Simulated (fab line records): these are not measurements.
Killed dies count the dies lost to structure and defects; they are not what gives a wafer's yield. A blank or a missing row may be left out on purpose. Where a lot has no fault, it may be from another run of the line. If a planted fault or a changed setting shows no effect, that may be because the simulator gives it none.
Split-lot experiment | flow n5Finfet | on a route of 1938 steps: 7 lots, 21 wafers read

== SPLIT DETAILS ==
At N5_BEOL_M1_PECVD_72 (deposits SiO2 from TEOS/O2, target thk 16 nm, time 18 s), the setting timeS was moved away from the recipe's 18 s on 8 of the 21 wafers read, by -7.9% to +13.7%. All remaining wafers had this setting at the recipe value.

The reading is taken at the split's own step.

== THE READING ==
SiO2_of_BEOL_M1_PECVD_72.thkNm (the simulator's own value, which no gauge read), in nm, at N5_BEOL_M1_PECVD_72 (deposits SiO2 from TEOS/O2, target thk 16 nm, time 18 s). The file does not state a usual value for it. The 13 wafers here that ran the recipe average 16.0 nm, standard deviation 0.22 nm.

wafer  | tool, chamber at the split | timeS as run, s | against the recipe | SiO2_of_BEOL_M1_PECVD_72.thkNm, nm | against lot-mates on the recipe
L075.2 | pecvd-01, 1                | 18              | recipe             | 15.6                               | -
L075.3 | pecvd-01, 2                | 18.83           | +4.6%              | 16.6                               | +1.0
L075.6 | pecvd-01, 1                | 18.83           | +4.6%              | 16.8                               | +1.2
L081.2 | pecvd-04, 1,0,2            | 18              | recipe             | 16.2                               | -
L081.3 | pecvd-04, 1,0,2            | 18              | recipe             | 16.2                               | -
L081.6 | pecvd-04, 1,0,2            | 18              | recipe             | 16.2                               | -
L082.2 | pecvd-01, 1                | 20.47           | +13.7%             | 18.2                               | +2.0
L082.5 | pecvd-01, 2                | 18              | recipe             | 16.2                               | -
L082.6 | pecvd-01, 0                | 20.47           | +13.7%             | 18.4                               | +2.2
L083.2 | pecvd-02, 1                | 16.57           | -7.9%              | 14.6                               | -1.0
L083.3 | pecvd-02, 0                | 18              | recipe             | 15.6                               | -
L083.4 | pecvd-02, 0                | 16.57           | -7.9%              | 14.8                               | -0.8
L086.2 | pecvd-02, 2,0,0            | 18              | recipe             | 16.2                               | -
L086.3 | pecvd-02, 2,0,0            | 18              | recipe             | 16.2                               | -
L086.6 | pecvd-02, 2,0,0            | 18              | recipe             | 16.2                               | -
L089.1 | pecvd-01, 0                | 20.24           | +12.4%             | 17.6                               | +1.6
L089.5 | pecvd-01, 2                | 18              | recipe             | 16                                 | -
L089.6 | pecvd-01, 0                | 20.24           | +12.4%             | 18                                 | +2.0
L093.1 | pecvd-02, 0,1              | 18              | recipe             | 16                                 | -
L093.4 | pecvd-02, 0,1              | 18              | recipe             | 16                                 | -
L093.3 | pecvd-02, 1                | 18              | recipe             | 15.8                               | -
When a row names more than one chamber, that row covers several wafers, and the file does not tell which wafer ran in which chamber.

FIT RESULTS
A straight line over all 21 wafers: SiO2_of_BEOL_M1_PECVD_72.thkNm changes by +0.157 nm for each +1% of timeS; r = +0.98; the points scatter about the line by 0.21 nm.
The same after taking each lot's own level away (the mean of its wafers on the recipe; 21 wafers): +0.144 nm for each +1%; r = +0.98; scatter 0.17 nm.
That fit puts the effect of the largest move of timeS on the reading at 2 nm.
Measured against the standard deviation above, the lots' own levels, which go from 15.60 to 16.20 nm, span 2.7 times it.
The two slopes are in agreement: the lot-to-lot level therefore moves the slope only a little.
Check: with one of the wafers moved furthest among these (+13.7%) left out of the fit, the line predicts +2.07 nm for it against its lot-mates. Against them it came out at +2 nm.

== FURTHER SPLITS ON THESE WAFERS ==
Before the reading, these wafers also passed through other splits. Each is held against what the fit with the lots' levels taken away leaves over:
other split on the same wafers  | wafers away from the commonest value | r with SiO2_of_BEOL_M1_PECVD_72.thkNm (lot level and that fit taken away)
N5_BEOL_M0_SAQP_COAT_08 spinRpm | 4                                    | -0.19
N5_BEOL_M0_SAQP_ETCH_107 biasW  | 8                                    | +0.48
N5_BEOL_M0_SAQP_COAT_87 spinRpm | 8                                    | -0.20

== THE FILE'S OWN FIT ==
SiO2_of_BEOL_M1_PECVD_72.thkNm changes by +0.148 nm for each +1% of timeS, r = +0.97.
